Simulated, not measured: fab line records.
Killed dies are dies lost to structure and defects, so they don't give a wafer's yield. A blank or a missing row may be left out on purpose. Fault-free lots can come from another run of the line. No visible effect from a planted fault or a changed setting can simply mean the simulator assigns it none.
Comparing a struck lot with a sound one + flow nandHarc + 15 steps out of a route of 1302
Sound: the wafers L707.1, L707.2, L707.3. Wafers struck: L710.1, L710.3, L710.5. Last of all comes the cause.
Per side, at each step with rows, come the tool, then ch with its chambers, and then its first start. Under that, the readings that differ: sound wafers + struck wafers + difference of the means + sigmas: that difference in standard deviations of wafers without a fault.
alike: a reading whose means differ by less than 2 such deviations, as well as words and numbers matching on both sides. not compared: withheld readings; readings where some wafer has no value; bounds like >300 that might hide an equal value; numbers whose values overlap and for which the record gives no deviation.
The two part at a step that has a row with sigmas, a row that says differs or no value, or rows on one side only. Non-overlapping numbers with no deviation appear without sigmas and do not part them. A reading missing from all wafers of one side parts the sides only when that side holds two or more wafers.

first, 1 step without rows for these wafers: NHARC_A_ONON_D1_DEP_03 (target thk 1000 nm).
NHARC_A_ONON_D1_THK_MEAS_05: measures by ellipsometry.
  sound on filmMetro-01 at day 8 23:04; struck on filmMetro-02 at day 10 03:54
  alike: thkNm
following that, 1 step holds no rows for these wafers, namely NHARC_A_ONON_D1_DEP_06 (target thickness 1000 nm).
NHARC_A_ONON_D1_THK_MEAS_08: measures by ellipsometry.
  sound on filmMetro-01 at day 8 23:38; struck on filmMetro-02 at day 10 04:28
  alike: thkNm
following that, 1 step holds no rows for these wafers, namely NHARC_A_ONON_D1_DEP_09 (target thickness 1000 nm).
NHARC_A_ONON_D1_THK_MEAS_11: measures by ellipsometry.
  sound on filmMetro-02 at day 9 00:11; struck on filmMetro-02 at day 10 05:02
  alike: thkNm
following that, 1 step holds no rows for these wafers, namely NHARC_A_ONON_D1_DEP_12 (target thickness 1000 nm).
NHARC_A_ONON_D1_THK_MEAS_14: measures by ellipsometry.
  sound on filmMetro-01 at day 9 00:46; struck on filmMetro-01 at day 10 05:36
  alike: thkNm
then, 2 steps without rows for these wafers: NHARC_A_ONON_D1_ANNEAL_15 (time 3600 s); NHARC_A_ONON_D1_DEP_16 (target thk 1000 nm).
NHARC_A_ONON_D1_THK_MEAS_18: measures by ellipsometry.
  sound on filmMetro-02 at day 9 09:56; struck on filmMetro-01 at day 10 13:37
  alike: thkNm
NHARC_A_ONON_D1_DEP_19: target thk 1000 nm.
  sound on pecvdOnon-03 ch 0, day 9 09:59; struck on pecvdOnon-04 ch 0, day 10 13:41
  alike: sih4FlowSccm
NHARC_A_ONON_D1_THK_MEAS_21: measures by ellipsometry.
  sound on filmMetro-01 at day 9 10:31; struck on filmMetro-02 at day 10 14:11
| reading    | sound         | struck         | difference | sigmas |
|------------|---------------|----------------|------------|--------|
| thkNm (nm) | 1000 999 1001 | 1274 1274 1275 | +274       | +25    |
following that, 1 step holds no rows for these wafers, namely NHARC_A_ONON_D1_DEP_22 (target thickness 1000 nm).
-- the record jumps here: 17 days lie between the struck wafers' starts before and after (it left off in module A_ONON_D1 and takes up again in module END, whose first step shown is number 1302 of the route) --
NHARC_END_SORT_01:
  here the record holds rows for the struck wafers (prober-02 ch 0, day 27 09:20) but none for the sound ones

WHERE THEY PART
First at NHARC_A_ONON_D1_THK_MEAS_21; last, within this record, at NHARC_END_SORT_01.

WHY: whatever the simulator had introduced
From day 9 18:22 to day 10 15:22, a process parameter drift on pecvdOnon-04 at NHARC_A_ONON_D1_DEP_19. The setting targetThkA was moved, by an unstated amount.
